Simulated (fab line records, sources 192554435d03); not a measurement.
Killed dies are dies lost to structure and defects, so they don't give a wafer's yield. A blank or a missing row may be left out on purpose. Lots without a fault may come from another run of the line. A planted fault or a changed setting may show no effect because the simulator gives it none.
A struck lot beside a sound one | flow n5_finfet | 16 steps out of a route of 1938
Sound: wafers L958.2, L958.4, L958.6. Struck: wafers L974.1, L974.5. (L974.6 of the same lot was not struck and is left out.) The cause comes at the end.
At each step with rows: each side's tool, then ch and its chambers, then its first start. Under that, the readings that differ: sound wafers | struck wafers | difference of the means | sigmas: that difference in standard deviations of wafers without a fault.
alike: readings whose means differ by less than 2 such deviations, and words and numbers that are the same on both sides. not compared: withheld readings, readings that some wafer has no value for, bounds like >300 that may hide the same value, and numbers for which the record gives no deviation and whose values overlap.
The two part at a step that has a row with sigmas, a row that says differs or no value, or rows on one side only. Numbers that don't overlap but have no deviation are shown without sigmas and don't part them. A reading that every wafer of one side lacks parts them only if that side has two wafers or more.

first, 7 steps without rows for these wafers: N5_MIM_BOT_LITHO_COAT_02; N5_MIM_BOT_LITHO_EBR_04; N5_MIM_BOT_LITHO_SOFTBAKE_03 (time 90 s); N5_MIM_BOT_LITHO_EXPOSE_05 (exposes mask MIM BOT); N5_MIM_BOT_LITHO_PEB_06; N5_MIM_BOT_LITHO_DEVELOP_07 (develop time 60 s); N5_MIM_BOT_LITHO_HARDBAKE_09 (time 120 s).
N5_MIM_BOT_LITHO_CD_MEAS_08: target cd 3000 nm.
  sound on cd_sem-02 ch 0, day 12 11:40; struck on cd_sem-03 ch 0, day 15 17:33
  alike: cd_nm
N5_MIM_BOT_LITHO_OVL_MEAS_11:
  sound on overlay-01 ch 0, day 12 11:42; struck on overlay-01 ch 0, day 15 17:35
  alike: MIM_BOT_OVL
N5_MIM_BOT_LITHO_INSPECT_12: inspects for defects (macro).
  sound on defect_inspect-02, day 12 11:43; struck on defect_inspect-02, day 15 17:36
  alike: raw_defect_count
N5_MIM_BOT_LITHO_DESCUM_10: chemistry O2, time 7.9 s.
  sound on rie_diel-04 ch 0,1, day 12 11:50; struck on rie_diel-04 ch 0,3, day 15 17:38
  reading               | sound          | struck    | difference | sigmas
  oes_product_au (a.u.) | 0.71 0.93 0.93 | 0.68 0.71 | -0.16      | -2
  alike: drypump_motor_current_A, rf_vpp_V, showerhead_plenum_p_Torr, temp_c, throttle_valve_pct
  not compared: rf_hours_counter_h
N5_MIM_BOT_ETCH_ETCH_04: etches SiNx in CF4/O2, target depth 26 nm, time 13 s.
  sound on rie_diel-04 ch 0,1, day 12 11:53; struck on rie_diel-04 ch 0,3, day 15 17:42
  reading               | sound          | struck    | difference | sigmas
  oes_product_au (a.u.) | 0.71 0.95 0.96 | 0.69 0.70 | -0.18      | -2
  alike: drypump_motor_current_A, mfc_ar_sccm, rf_fwd_power_W, rf_vpp_V, showerhead_plenum_p_Torr, throttle_valve_pct
  not compared: rf_hours_counter_h
N5_MIM_BOT_ETCH_ETCH_03: etches the open film in Cl2/BCl3, target depth 12 nm.
  sound on rie_metal-02 ch 0,1, day 12 11:59; struck on rie_metal-02 ch 1, day 15 17:47
  reading                              | sound             | struck      | difference | sigmas
  oes_product_au (a.u.)                | 0.80 0.79 0.79    | 0.66 0.67   | -0.13      | -2
  rf_fwd_power_W (W)                   | 797.1 790.4 798.8 | 602.4 600.8 | -193.8     | -67
  model.etch.depth_nm (nm)             | 11.51 11.66 11.5  | 8.889 8.811 | -2.707     |
  model.MIM_BOT_ETCH.cd_offset_nm (nm) | 0.6 0.4 0.4       | 1.6 1.6     | +1.1       |
  alike: drypump_motor_current_A, throttle_valve_pct
  not compared: rf_hours_counter_h
N5_MIM_BOT_ETCH_ETCH_00: etches TiN in Cl2/BCl3, target depth 45.5 nm.
  sound on rie_metal-02 ch 0,1, day 12 12:04; struck on rie_metal-02 ch 1, day 15 17:53
  reading                              | sound   | struck | difference | sigmas
  model.MIM_BOT_ETCH.cd_offset_nm (nm) | 1 0 0.8 | 1.8 2  | +1.3       |
  alike: drypump_motor_current_A, mfc_ar_sccm, oes_product_au, rf_fwd_power_W, throttle_valve_pct
  not compared: rf_hours_counter_h
N5_MIM_BOT_ETCH_STRIP_01: strips in O2.
  sound on rie_diel-04 ch 1,3, day 12 12:13; struck on rie_diel-04 ch 3, day 15 18:01
  reading               | sound          | struck    | difference | sigmas
  oes_product_au (a.u.) | 0.93 0.74 0.97 | 0.70 0.72 | -0.17      | -2
  rf_vpp_V (V)          | 9.5 6.0 5.5    | 3.0 2.3   | -4.3       | -3
  alike: drypump_motor_current_A, showerhead_plenum_p_Torr, temp_c, throttle_valve_pct
  not compared: rf_hours_counter_h
N5_PASSIVATION_PROBE_49:
  the record has rows for the struck wafers here (prober-01, day 16 03:34) and none for the sound ones

WHERE THEY PART
First at N5_MIM_BOT_LITHO_DESCUM_10; last, within this record, at N5_PASSIVATION_PROBE_49.

WHY: what the simulator had put in
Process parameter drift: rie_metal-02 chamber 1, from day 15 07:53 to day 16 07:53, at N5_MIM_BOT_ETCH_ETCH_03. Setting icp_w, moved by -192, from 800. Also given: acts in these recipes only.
